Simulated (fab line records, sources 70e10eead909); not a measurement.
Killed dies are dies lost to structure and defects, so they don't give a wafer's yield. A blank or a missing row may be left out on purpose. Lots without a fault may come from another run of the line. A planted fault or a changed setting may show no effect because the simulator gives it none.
A struck lot beside a sound one | flow nand_harc | 14 steps out of a route of 1302
Sound: wafers L182.2, L182.3, L182.5. Struck: wafers L200.2, L200.5, L200.6. The cause comes at the end.
At each step with rows: each side's tool, then ch and its chambers, then its first start. Under that, the readings that differ: sound wafers | struck wafers | difference of the means | sigmas: that difference in standard deviations of wafers without a fault.
alike: readings whose means differ by less than 2 such deviations, and words and numbers that are the same on both sides. not compared: withheld readings, readings that some wafer has no value for, bounds like >300 that may hide the same value, and numbers for which the record gives no deviation and whose values overlap.
The two part at a step that has a row with sigmas, a row that says differs or no value, or rows on one side only. Numbers that don't overlap but have no deviation are shown without sigmas and don't part them. A reading that every wafer of one side lacks parts them only if that side has two wafers or more.

NHARC_A_DECK1_JOINT_ETCHBACK_00: etches the open film in HBr, target depth 30 nm, time 17.4 s.
  sound on rie_si-06 ch 1,2, day 12 04:26; struck on rie_si-06 ch 0,1, day 18 16:57
  alike: drypump_motor_current_A, oes_product_au, throttle_valve_pct
  not compared: rf_hours_counter_h
then, 8 steps without rows for these wafers: NHARC_A_DECK1_JOINT_PRECLEAN_30 (cleans in SC1); NHARC_A_DECK1_JOINT_SRD_31; NHARC_A_DECK1_JOINT_CVD_34 (deposits SiNx, target thk 20 nm); NHARC_A_DECK1_JOINT_DEP_06 (deposits SiOx, target thk 80 nm); NHARC_A_DECK1_JOINT_CURE_26 (time 32 s); NHARC_A_DECK1_JOINT_ANNEAL_27 (time 3600 s); NHARC_A_DECK1_JOINT_ANNEAL_28 (time 1800 s); NHARC_A_DECK1_JOINT_ANNEAL_29 (time 1800 s).
NHARC_A_DECK1_JOINT_CMP_02: polishes SiOx.
  sound on cmp-03 ch 1,3, day 13 00:44; struck on cmp-04 ch 0,1,2, day 19 19:20
  alike: motor_current_A
then, 1 step without rows for these wafers: NHARC_A_DECK1_JOINT_SRD_15.
NHARC_A_DECK1_JOINT_DEP_16: deposits SiO2, target thk 45 nm.
  sound on pecvd-01 ch 0,1,2, day 13 01:07; struck on pecvd-01 ch 0,2, day 19 19:49
  reading              | sound             | struck               | difference | sigmas
  rf_fwd_power_W (W)   | 889.2 897.1 893.6 | 1255.4 1251.6 1255.6 | +360.9     | +99 or more
  showerhead_vpp_V (V) | 1978 2044 1779    | 2396 2435 2423       | +484       | +4
  alike: chamber_pressure_Torr, heater_power_w, mfc_precursor_sccm, throttle_valve_pct
NHARC_A_DECK1_JOINT_THK_MEAS_17: measures by ellipsometry.
  sound on film_metro-01, day 13 01:22; struck on film_metro-01, day 19 20:16
  reading     | sound          | struck         | difference | sigmas
  thk_nm (nm) | 45.7 45.0 45.2 | 46.9 51.7 49.1 | +3.9       | +4
  not compared: hold
NHARC_A_DECK1_JOINT_INSPECT_05:
  sound on defect_inspect-01, day 13 01:24; struck on defect_inspect-01, day 19 22:01
  reading | sound | struck                                                                     | difference                   | sigmas
  hold    | - - - | await_dispo/1.7h/release await_dispo/1.7h/release await_dispo/1.7h/release | no value on the sound wafers |
  alike: raw_defect_count

WHERE THEY PART
First at NHARC_A_DECK1_JOINT_DEP_16; last, within this record, at NHARC_A_DECK1_JOINT_INSPECT_05.

WHY: what the simulator had put in
Process parameter drift: pecvd-01, from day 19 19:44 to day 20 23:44, at NHARC_A_DECK1_JOINT_DEP_16. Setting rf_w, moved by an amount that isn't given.
